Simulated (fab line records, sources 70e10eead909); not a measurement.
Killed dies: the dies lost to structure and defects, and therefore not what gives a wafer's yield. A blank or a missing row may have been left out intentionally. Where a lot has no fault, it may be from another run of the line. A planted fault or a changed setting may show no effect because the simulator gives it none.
What tool caused it? | flow nand-harc | 72 wafers from 24 lots sampled at 6 of the route's 1159 steps

== WHAT THE GAUGES READ, wafer by wafer ==
The record lacks any reading of a measuring or inspecting step that a usual standard deviation could be used to judge.

== WHICH TOOL RAN EACH LOT (tool, then ch and the chambers of the sampled wafers, then the start) ==
lot  | NHARC_A_SLIT_DEP_25             | NHARC_A_SLIT_STRIP_18                         | NHARC_A_CONTACT_DEP_24          | NHARC_A_CONTACT_ETCH_119             | NHARC_A_CONTACT_ETCH_122             | NHARC_A_CONTACT_ETCH_123
L074 | pecvd-02 ch 0,1,2, day 14 03:57 | rie-diel-05 ch 2,3, day 16 01:11 or earlier   | pecvd-01 ch 0,1, day 16 01:11   | har-cap-etch-01 ch 0,1, day 16 07:19 | har-cap-etch-01 ch 0,1, day 16 07:35 | har-cap-etch-01 ch 0,1, day 16 07:43
L075 | pecvd-04 ch 0,1,2, day 14 22:28 | rie-diel-05 ch 0,2,3, day 16 19:44 or earlier | pecvd-01 ch 0,1, day 16 19:44   | har-cap-etch-01 ch 0,1, day 17 01:38 | har-cap-etch-01 ch 0,1, day 17 01:55 | har-cap-etch-01 ch 0,1, day 17 02:05
L077 | pecvd-04 ch 0,1,2, day 14 22:35 | rie-diel-01 ch 0,2,3, day 16 18:13 or earlier | pecvd-03 ch 0,2, day 16 18:13   | har-cap-etch-02 ch 0,1, day 17 00:32 | har-cap-etch-02 ch 0,1, day 17 00:48 | har-cap-etch-02 ch 0,1, day 17 00:56
L076 | pecvd-04 ch 1,2, day 15 01:57   | rie-diel-01 ch 1,2, day 17 12:40 or earlier   | pecvd-01 ch 0,2, day 17 12:40   | har-cap-etch-03 ch 0,1, day 17 18:26 | har-cap-etch-03 ch 0,1, day 17 18:42 | har-cap-etch-03 ch 0,1, day 17 18:50
L079 | pecvd-01 ch 1,2, day 15 02:12   | rie-diel-01 ch 1,2, day 17 13:16 or earlier   | pecvd-01 ch 1,2, day 17 13:16   | har-cap-etch-01 ch 0,1, day 17 19:13 | har-cap-etch-01 ch 0,1, day 17 19:29 | har-cap-etch-01 ch 0,1, day 17 19:37
L078 | pecvd-04 ch 1,2, day 15 09:20   | rie-diel-01 ch 2,3, day 17 08:59 or earlier   | pecvd-04 ch 1,2, day 17 08:59   | har-cap-etch-02 ch 0,1, day 17 16:13 | har-cap-etch-02 ch 0,1, day 17 16:29 | har-cap-etch-02 ch 0,1, day 17 16:37
L080 | pecvd-04 ch 1,2, day 15 09:34   | rie-diel-03 ch 0,1, day 17 17:32 or earlier   | pecvd-01 ch 1,2, day 17 17:32   | har-cap-etch-02 ch 0,1, day 17 23:41 | har-cap-etch-02 ch 0,1, day 17 23:58 | har-cap-etch-02 ch 0,1, day 18 00:05
L081 | pecvd-02 ch 0,1,2, day 15 14:36 | rie-diel-05 ch 0,1,2, day 17 21:32 or earlier | pecvd-01 ch 1,2, day 17 21:32   | har-cap-etch-03 ch 0,1, day 18 04:27 | har-cap-etch-03 ch 0,1, day 18 04:44 | har-cap-etch-03 ch 0,1, day 18 04:52
L083 | pecvd-04 ch 0,2, day 16 06:23   | rie-diel-01 ch 0,1,3, day 18 03:07 or earlier | pecvd-01 ch 0,1,2, day 18 03:07 | har-cap-etch-02 ch 0,1, day 18 09:43 | har-cap-etch-02 ch 0,1, day 18 09:59 | har-cap-etch-02 ch 0,1, day 18 10:09
L082 | pecvd-02 ch 0,1,2, day 16 06:26 | rie-diel-05 ch 1,3, day 18 14:21 or earlier   | pecvd-03 ch 0,1,2, day 18 14:21 | har-cap-etch-01 ch 1, day 18 20:59   | har-cap-etch-01 ch 1, day 18 21:16   | har-cap-etch-01 ch 1, day 18 21:24
L085 | pecvd-02 ch 1,2, day 16 23:31   | rie-diel-01 ch 0,1, day 18 22:22 or earlier   | pecvd-03 ch 1,2, day 18 22:22   | har-cap-etch-01 ch 0,1, day 19 04:40 | har-cap-etch-01 ch 0,1, day 19 05:02 | har-cap-etch-01 ch 0,1, day 19 05:09
L084 | pecvd-02 ch 0,1, day 16 23:47   | rie-diel-03 ch 0,1,2, day 18 22:40 or earlier | pecvd-03 ch 0,1, day 18 22:40   | har-cap-etch-03 ch 0, day 19 04:36   | har-cap-etch-03 ch 0, day 19 04:52   | har-cap-etch-03 ch 0, day 19 05:00
L086 | pecvd-02 ch 0,1,2, day 17 08:36 | rie-diel-03 ch 1,2,3, day 19 06:04 or earlier | pecvd-04 ch 0,1, day 19 06:04   | har-cap-etch-01 ch 0,1, day 19 14:20 | har-cap-etch-01 ch 0,1, day 19 14:36 | har-cap-etch-01 ch 0,1, day 19 14:42
L087 | pecvd-04 ch 0,1, day 17 08:36   | rie-diel-05 ch 0,1,3, day 19 14:34 or earlier | pecvd-04 ch 0,1, day 19 14:34   | har-cap-etch-03 ch 0,1, day 19 20:41 | har-cap-etch-03 ch 0,1, day 19 20:58 | har-cap-etch-03 ch 0,1, day 19 21:03
L088 | pecvd-01 ch 0,1, day 17 08:41   | rie-diel-01 ch 0,1,2, day 19 05:53 or earlier | pecvd-01 ch 0,2, day 19 05:53   | har-cap-etch-02 ch 0,1, day 19 13:11 | har-cap-etch-02 ch 0,1, day 19 13:28 | har-cap-etch-02 ch 0,1, day 19 13:33
L089 | pecvd-04 ch 0,2, day 17 19:20   | rie-diel-03 ch 0,1,2, day 19 19:28 or earlier | pecvd-01 ch 0,1, day 19 19:28   | har-cap-etch-02 ch 0, day 20 02:33   | har-cap-etch-02 ch 0, day 20 02:50   | har-cap-etch-02 ch 0, day 20 02:55
L090 | pecvd-04 ch 0,2, day 17 19:45   | rie-diel-05 ch 1,2, day 19 16:19 or earlier   | pecvd-04 ch 0,1, day 19 16:19   | har-cap-etch-03 ch 0,1, day 19 22:49 | har-cap-etch-03 ch 0,1, day 19 23:05 | har-cap-etch-03 ch 0,1, day 19 23:13
L092 | pecvd-02 ch 1,2, day 18 09:31   | rie-diel-01 ch 0,2, day 20 08:28 or earlier   | pecvd-04 ch 0,1,2, day 20 08:28 | har-cap-etch-03 ch 0,1, day 20 15:58 | har-cap-etch-03 ch 0,1, day 20 16:20 | har-cap-etch-03 ch 0,1, day 20 16:31
L091 | pecvd-04 ch 0,1,2, day 18 09:36 | rie-diel-03 ch 0,2,3, day 20 07:25 or earlier | pecvd-04 ch 0,1, day 20 07:25   | har-cap-etch-01 ch 0,1, day 20 14:00 | har-cap-etch-01 ch 0,1, day 20 14:17 | har-cap-etch-01 ch 0,1, day 20 14:25
L093 | pecvd-01 ch 0,1,2, day 18 09:39 | rie-diel-01 ch 0,2,3, day 20 16:26 or earlier | pecvd-04 ch 0,1,2, day 20 16:26 | har-cap-etch-02 ch 0,1, day 20 22:25 | har-cap-etch-02 ch 0,1, day 20 22:41 | har-cap-etch-02 ch 0,1, day 20 22:49
L094 | pecvd-01 ch 0,2, day 19 05:35   | rie-diel-01 ch 0,1, day 21 12:56 or earlier   | pecvd-01 ch 0,1,2, day 21 12:56 | har-cap-etch-03 ch 0,1, day 21 18:46 | har-cap-etch-03 ch 0,1, day 21 19:03 | har-cap-etch-03 ch 0,1, day 21 19:15
L097 | pecvd-02 ch 0,2, day 19 05:40   | rie-diel-03 ch 1,2,3, day 21 08:42 or earlier | pecvd-01 ch 0,2, day 21 08:42   | har-cap-etch-02 ch 0,1, day 21 14:26 | har-cap-etch-02 ch 0,1, day 21 14:43 | har-cap-etch-02 ch 0,1, day 21 14:50
L095 | pecvd-04 ch 0,1, day 19 05:40   | rie-diel-01 ch 0,1,2, day 21 13:22 or earlier | pecvd-03 ch 1,2, day 21 13:22   | har-cap-etch-01 ch 0,1, day 21 19:33 | har-cap-etch-01 ch 0,1, day 21 19:49 | har-cap-etch-01 ch 0,1, day 21 19:55
L096 | pecvd-04 ch 0,1,2, day 19 18:34 | rie-diel-03 ch 0,1,2, day 21 18:30 or earlier | pecvd-04 ch 0,2, day 21 18:30   | har-cap-etch-03 ch 0,1, day 22 00:29 | har-cap-etch-03 ch 0,1, day 22 00:45 | har-cap-etch-03 ch 0,1, day 22 00:50
- NHARC_A_SLIT_DEP_25: deposits SiO2, target thk 200 nm.
- NHARC_A_SLIT_STRIP_18: strips in O2.
- NHARC_A_CONTACT_DEP_24: deposits SiO2, target thk 500 nm.
- NHARC_A_CONTACT_ETCH_119: etches the open film in C4F8/O2/Ar, time 94 s, target depth 922 nm.
- NHARC_A_CONTACT_ETCH_122: etches the open film in C4F8/O2/Ar, time 95 s, target depth 930 nm.
- NHARC_A_CONTACT_ETCH_123: etches the open film in C4F8/O2/Ar, time 253 s, target depth 1090 nm.

== AS READ BY THE TOOLS THEMSELVES (means over the sampled wafers that have a number; for cases with no such wafer, the mark the record gives instead) ==
NHARC_A_SLIT_DEP_25. Usual: heater-power-w 602 W, standard deviation 70; throttle-valve-pct 15.9 %, standard deviation 0.67.
lot  | tool     | heater-power-w (W) | throttle-valve-pct (%) | flag
L074 | pecvd-02 | 596                | 16.6                   |
L075 | pecvd-04 | 636                | 16.0                   |
L077 | pecvd-04 | 590                | 16.1                   |
L076 | pecvd-04 | 602                | 15.4                   |
L079 | pecvd-01 | 609                | 16.0                   |
L078 | pecvd-04 | 638                | 15.6                   |
L080 | pecvd-04 | 580                | 15.6                   |
L081 | pecvd-02 | 586                | 15.9                   |
L083 | pecvd-04 | 620                | 16.4                   |
L082 | pecvd-02 | 604                | 16.0                   |
L085 | pecvd-02 | 570                | 15.7                   |
L084 | pecvd-02 | 575                | 15.8                   |
L086 | pecvd-02 | 565                | 15.8                   |
L087 | pecvd-04 | 513                | 15.9                   |
L088 | pecvd-01 | 538                | 14.9                   |
L089 | pecvd-04 | 587                | 16.0                   |
L090 | pecvd-04 | 694                | 15.5                   |
L092 | pecvd-02 | 557                | 15.8                   |
L091 | pecvd-04 | 576                | 15.8                   |
L093 | pecvd-01 | 575                | 15.9                   |
L094 | pecvd-01 | 654                | 15.7                   |
L097 | pecvd-02 | 637                | 16.1                   |
L095 | pecvd-04 | 508                | 16.0                   |
L096 | pecvd-04 | 581                | 15.9                   |

NHARC_A_SLIT_STRIP_18. Usual: drypump-motor-current-A 5.8 A, standard deviation 0.56; o2-flow-sccm 499.9 sccm, standard deviation 1.5; oes-product-au 1.001 a.u., standard deviation 0.0074; rf-vpp-V 57.7 V, standard deviation 0.91; showerhead-plenum-p-Torr 3.48 Torr, standard deviation 0.15; throttle-valve-pct 17.037 %, standard deviation 0.0095.
lot  | tool        | drypump-motor-current-A (A) | o2-flow-sccm (sccm) | oes-product-au (a.u.) | rf-vpp-V (V) | showerhead-plenum-p-Torr (Torr) | throttle-valve-pct (%) | flag
L074 | rie-diel-05 | 6.3                         | 499.7               | 0.993                 | 57.8         | 3.59                            | 17.029                 |
L075 | rie-diel-05 | 5.9                         | 499.5               | 0.999                 | 58.1         | 3.53                            | 17.039                 |
L077 | rie-diel-01 | 6.1                         | 500.7               | 1.010                 | 58.3         | 3.56                            | 17.039                 |
L076 | rie-diel-01 | 5.4                         | 499.9               | 1.000                 | 57.5         | 3.66                            | 17.044                 |
L079 | rie-diel-01 | 5.4                         | 501.0               | 1.000                 | 58.8         | 3.57                            | 17.035                 |
L078 | rie-diel-01 | 5.8                         | 500.5               | 1.009                 | 58.4         | 3.60                            | 17.039                 |
L080 | rie-diel-03 | 5.5                         | 499.1               | 0.994                 | 57.7         | 3.36                            | 17.025                 |
L081 | rie-diel-05 | 5.5                         | 500.0               | 0.999                 | 57.4         | 3.46                            | 17.037                 |
L083 | rie-diel-01 | 6.2                         | 499.6               | 0.989                 | 57.5         | 3.48                            | 17.029                 |
L082 | rie-diel-05 | 5.4                         | 499.9               | 1.000                 | 56.7         | 3.40                            | 17.033                 |
L085 | rie-diel-01 | 6.0                         | 498.9               | 0.994                 | 58.1         | 3.59                            | 17.033                 |
L084 | rie-diel-03 | 5.8                         | 500.5               | 1.007                 | 57.8         | 3.34                            | 17.037                 |
L086 | rie-diel-03 | 5.8                         | 500.0               | 1.001                 | 57.4         | 3.36                            | 17.037                 |
L087 | rie-diel-05 | 5.4                         | 498.6               | 0.997                 | 56.9         | 3.41                            | 17.034                 |
L088 | rie-diel-01 | 5.7                         | 498.8               | 0.989                 | 58.7         | 3.62                            | 17.035                 |
L089 | rie-diel-03 | 5.7                         | 501.2               | 1.004                 | 58.2         | 3.34                            | 17.035                 |
L090 | rie-diel-05 | 6.1                         | 501.5               | 0.999                 | 58.2         | 3.56                            | 17.040                 |
L092 | rie-diel-01 | 6.0                         | 500.9               | 1.001                 | 58.4         | 3.67                            | 17.033                 |
L091 | rie-diel-03 | 6.0                         | 501.2               | 0.999                 | 56.1         | 3.38                            | 17.045                 |
L093 | rie-diel-01 | 6.1                         | 499.4               | 1.000                 | 58.7         | 3.56                            | 17.032                 |
L094 | rie-diel-01 | 6.0                         | 499.2               | 0.999                 | 57.9         | 3.59                            | 17.033                 |
L097 | rie-diel-03 | 5.8                         | 499.4               | 0.998                 | 57.1         | 3.36                            | 17.043                 |
L095 | rie-diel-01 | 5.7                         | 501.3               | 0.996                 | 57.6         | 3.62                            | 17.037                 |
L096 | rie-diel-03 | 5.7                         | 500.1               | 1.012                 | 57.5         | 3.34                            | 17.047                 |

NHARC_A_CONTACT_DEP_24. Usual: heater-power-w 587 W, standard deviation 77; throttle-valve-pct 15.7 %, standard deviation 0.8.
lot  | tool     | heater-power-w (W) | throttle-valve-pct (%) | flag
L074 | pecvd-01 | 580                | 15.4                   |
L075 | pecvd-01 | 586                | 15.4                   |
L077 | pecvd-03 | 527                | 14.9                   |
L076 | pecvd-01 | 560                | 15.3                   |
L079 | pecvd-01 | 642                | 16.6                   |
L078 | pecvd-04 | 668                | 15.4                   |
L080 | pecvd-01 | 623                | 16.5                   |
L081 | pecvd-01 | 627                | 16.6                   |
L083 | pecvd-01 | 607                | 15.9                   |
L082 | pecvd-03 | 563                | 15.5                   |
L085 | pecvd-03 | 571                | 15.9                   |
L084 | pecvd-03 | 551                | 16.0                   |
L086 | pecvd-04 | 613                | 16.3                   |
L087 | pecvd-04 | 560                | 16.2                   |
L088 | pecvd-01 | 602                | 15.1                   |
L089 | pecvd-01 | 522                | 14.7                   |
L090 | pecvd-04 | 553                | 16.2                   |
L092 | pecvd-04 | 596                | 15.9                   |
L091 | pecvd-04 | 538                | 16.1                   |
L093 | pecvd-04 | 613                | 15.8                   |
L094 | pecvd-01 | 614                | 15.4                   |
L097 | pecvd-01 | 688                | 15.9                   |
L095 | pecvd-03 | 574                | 15.0                   |
L096 | pecvd-04 | 620                | 16.1                   |

NHARC_A_CONTACT_ETCH_119. Usual: 1.002 a.u. for oes-air-line-au, sd 0.022.
lot  | tool            | oes-air-line-au (a.u.) | flag
L074 | har-cap-etch-01 | 1.011                  |
L075 | har-cap-etch-01 | 0.981                  |
L077 | har-cap-etch-02 | 1.012                  |
L076 | har-cap-etch-03 | 1.016                  |
L079 | har-cap-etch-01 | 1.001                  |
L078 | har-cap-etch-02 | 1.001                  |
L080 | har-cap-etch-02 | 1.038                  |
L081 | har-cap-etch-03 | 1.007                  |
L083 | har-cap-etch-02 | 0.979                  |
L082 | har-cap-etch-01 | 1.009                  |
L085 | har-cap-etch-01 | 1.020                  |
L084 | har-cap-etch-03 | 0.975                  |
L086 | har-cap-etch-01 | 1.009                  |
L087 | har-cap-etch-03 | 0.998                  |
L088 | har-cap-etch-02 | 1.024                  |
L089 | har-cap-etch-02 | 0.993                  |
L090 | har-cap-etch-03 | 0.997                  |
L092 | har-cap-etch-03 | 1.000                  |
L091 | har-cap-etch-01 | 1.007                  |
L093 | har-cap-etch-02 | 0.991                  |
L094 | har-cap-etch-03 | 1.004                  |
L097 | har-cap-etch-02 | 1.000                  |
L095 | har-cap-etch-01 | 0.988                  |
L096 | har-cap-etch-03 | 0.980                  |

NHARC_A_CONTACT_ETCH_122. Usual: 1.002 a.u. for oes-air-line-au, sd 0.021.
lot  | tool            | oes-air-line-au (a.u.) | flag
L074 | har-cap-etch-01 | 1.010                  |
L075 | har-cap-etch-01 | 0.989                  |
L077 | har-cap-etch-02 | 0.987                  |
L076 | har-cap-etch-03 | 0.996                  |
L079 | har-cap-etch-01 | 1.028                  |
L078 | har-cap-etch-02 | 1.031                  |
L080 | har-cap-etch-02 | 1.006                  |
L081 | har-cap-etch-03 | 1.028                  |
L083 | har-cap-etch-02 | 1.001                  |
L082 | har-cap-etch-01 | 1.034                  |
L085 | har-cap-etch-01 | 0.987                  |
L084 | har-cap-etch-03 | 0.994                  |
L086 | har-cap-etch-01 | 1.012                  |
L087 | har-cap-etch-03 | 0.999                  |
L088 | har-cap-etch-02 | 1.008                  |
L089 | har-cap-etch-02 | 0.991                  |
L090 | har-cap-etch-03 | 1.008                  |
L092 | har-cap-etch-03 | 1.008                  |
L091 | har-cap-etch-01 | 0.988                  |
L093 | har-cap-etch-02 | 0.987                  |
L094 | har-cap-etch-03 | 0.992                  |
L097 | har-cap-etch-02 | 0.991                  |
L095 | har-cap-etch-01 | 0.999                  |
L096 | har-cap-etch-03 | 1.004                  |

NHARC_A_CONTACT_ETCH_123. Usual: 0.998 a.u. for oes-air-line-au, sd 0.018.
lot  | tool            | oes-air-line-au (a.u.) | flag
L074 | har-cap-etch-01 | 0.990                  |
L075 | har-cap-etch-01 | 1.016                  |
L077 | har-cap-etch-02 | 1.007                  |
L076 | har-cap-etch-03 | 0.987                  |
L079 | har-cap-etch-01 | 0.991                  |
L078 | har-cap-etch-02 | 0.994                  |
L080 | har-cap-etch-02 | 1.013                  |
L081 | har-cap-etch-03 | 1.005                  |
L083 | har-cap-etch-02 | 0.982                  |
L082 | har-cap-etch-01 | 1.009                  |
L085 | har-cap-etch-01 | 0.999                  |
L084 | har-cap-etch-03 | 0.984                  |
L086 | har-cap-etch-01 | 0.987                  |
L087 | har-cap-etch-03 | 0.988                  |
L088 | har-cap-etch-02 | 0.995                  |
L089 | har-cap-etch-02 | 1.002                  |
L090 | har-cap-etch-03 | 1.011                  |
L092 | har-cap-etch-03 | 1.011                  |
L091 | har-cap-etch-01 | 0.983                  |
L093 | har-cap-etch-02 | 0.998                  |
L094 | har-cap-etch-03 | 0.983                  |
L097 | har-cap-etch-02 | 1.013                  |
L095 | har-cap-etch-01 | 1.015                  |
L096 | har-cap-etch-03 | 1.013                  |

== THE ANSWER, worked out from the rows above alone ==
Rule: a lot is off if the mean of its wafers that have a number lies more than 3 standard deviations from the usual mean. A lot without any number at a reading at which 4 lots or more have one is off too. The other lots that the step has rows for count as sound. The gauges are gone through in route order, then the tools' own readings, and for those a lot's mean is taken as printed above. The first step at which some lot is off is used, and at that step the reading that is off furthest; a lot without a number counts as furthest.
Across all readings shown, no lot is off: no conclusion can be drawn from this.

== WHAT WAS PUT IN BY THE SIMULATOR ==
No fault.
